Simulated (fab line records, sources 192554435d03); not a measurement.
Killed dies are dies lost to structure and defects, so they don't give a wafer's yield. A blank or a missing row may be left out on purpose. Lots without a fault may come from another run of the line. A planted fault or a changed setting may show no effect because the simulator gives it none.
A struck lot beside a sound one | flow n5_finfet | 25 steps out of a route of 1938
Sound: wafers L899.3, L899.5, L899.6. Struck: wafer L906.3. (L906.2, L906.5 of the same lot were not struck and are left out.) The cause comes at the end.
At each step with rows: each side's tool, then ch and its chambers, then its first start. Under that, the readings that differ: sound wafers | struck wafers | difference of the means | sigmas: that difference in standard deviations of wafers without a fault.
alike: readings whose means differ by less than 2 such deviations, and words and numbers that are the same on both sides. not compared: withheld readings, readings that some wafer has no value for, bounds like >300 that may hide the same value, and numbers for which the record gives no deviation and whose values overlap.
The two part at a step that has a row with sigmas, a row that says differs or no value, or rows on one side only. Numbers that don't overlap but have no deviation are shown without sigmas and don't part them. A reading that every wafer of one side lacks parts them only if that side has two wafers or more.

first, 9 steps without rows for these wafers: N5_PASSIVATION_HARDBAKE_31 (time 120 s); N5_PASSIVATION_DESCUM_32 (chemistry O2, time 7.9 s); N5_PASSIVATION_AL_ETCH_33 (etches Al in Cl2/BCl3, stops on TaN, target depth 2800 nm, time 466.7 s); N5_PASSIVATION_ETCH_59 (etches TaN in Cl2/BCl3, target depth 65 nm, time 34.9 s); N5_PASSIVATION_STRIP_34 (strips in O2); N5_PASSIVATION_STRIP_51 (strips in post etch residue remover, time 1200 s); N5_PASSIVATION_CLEAN_69 (cleans in IPA, time 180 s); N5_PASSIVATION_SRD_70 (time 30 s); N5_PASSIVATION_PECVD_53 (deposits SiO2 from TEOS/O2, target thk 800 nm, time 169.4 s).
N5_PASSIVATION_PECVD_35: deposits SiNx from SiH4/NH3/N2, target thk 700 nm, time 151.3 s.
  sound on pecvd-02 ch 0,2, day 11 23:20; struck on pecvd-02 ch 1, day 13 16:18
  reading                                        | sound             | struck | difference | sigmas
  run_length_s (s)                               | 196.3 195.8 195.9 | 200.9  | +4.9       | +7
  model.SiNx_of_PASSIVATION_PECVD_35.thk_nm (nm) | 693.4 705.6 702.6 | 720.6  | +20.1      |
  alike: heater_power_w, showerhead_plenum_p_Torr, throttle_valve_pct
then, 12 steps without rows for these wafers: N5_PASSIVATION_HMDS_37 (time 60 s); N5_PASSIVATION_COAT_38; N5_PASSIVATION_EBR_40; N5_PASSIVATION_SOFTBAKE_39 (time 120 s); N5_PASSIVATION_EXPOSE_41 (exposes mask PASS OPEN, defocus 0 nm, target cd 40000 nm); N5_PASSIVATION_PEB_42; N5_PASSIVATION_DEVELOP_43 (develop time 60 s); N5_PASSIVATION_HARDBAKE_45 (time 120 s); N5_PASSIVATION_DESCUM_46 (chemistry O2, time 7.9 s); N5_PASSIVATION_PASS_ETCH_47 (etches SiNx in CF4/O2, target depth 770 nm, time 385 s); N5_PASSIVATION_ETCH_54 (etches SiO2 in CHF3/O2, target depth 880 nm, time 440 s); N5_PASSIVATION_STRIP_48 (strips in O2).
N5_PASSIVATION_STRIP_52: strips in post etch residue remover, time 1200 s.
  sound on wet_bench-01 ch 2,3,4, day 12 00:41; struck on wet_bench-03 ch 3, day 13 17:26
  reading                                        | sound           | struck | difference | sigmas
  model.SiNx_of_PASSIVATION_PECVD_35.thk_nm (nm) | 693 705.2 702.2 | 720.2  | +20.1      |
then, 1 step without rows for these wafers: N5_PASSIVATION_CLEAN_71 (cleans in IPA, time 180 s).
N5_PASSIVATION_PROBE_49:
  the record has rows for the struck wafers here (prober-02, day 13 20:00) and none for the sound ones

WHERE THEY PART
First at N5_PASSIVATION_PECVD_35; last, within this record, at N5_PASSIVATION_PROBE_49.

WHY: what the simulator had put in
Process parameter drift: pecvd-02, from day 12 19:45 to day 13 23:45, at N5_PASSIVATION_PECVD_35. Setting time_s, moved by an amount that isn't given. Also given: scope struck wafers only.
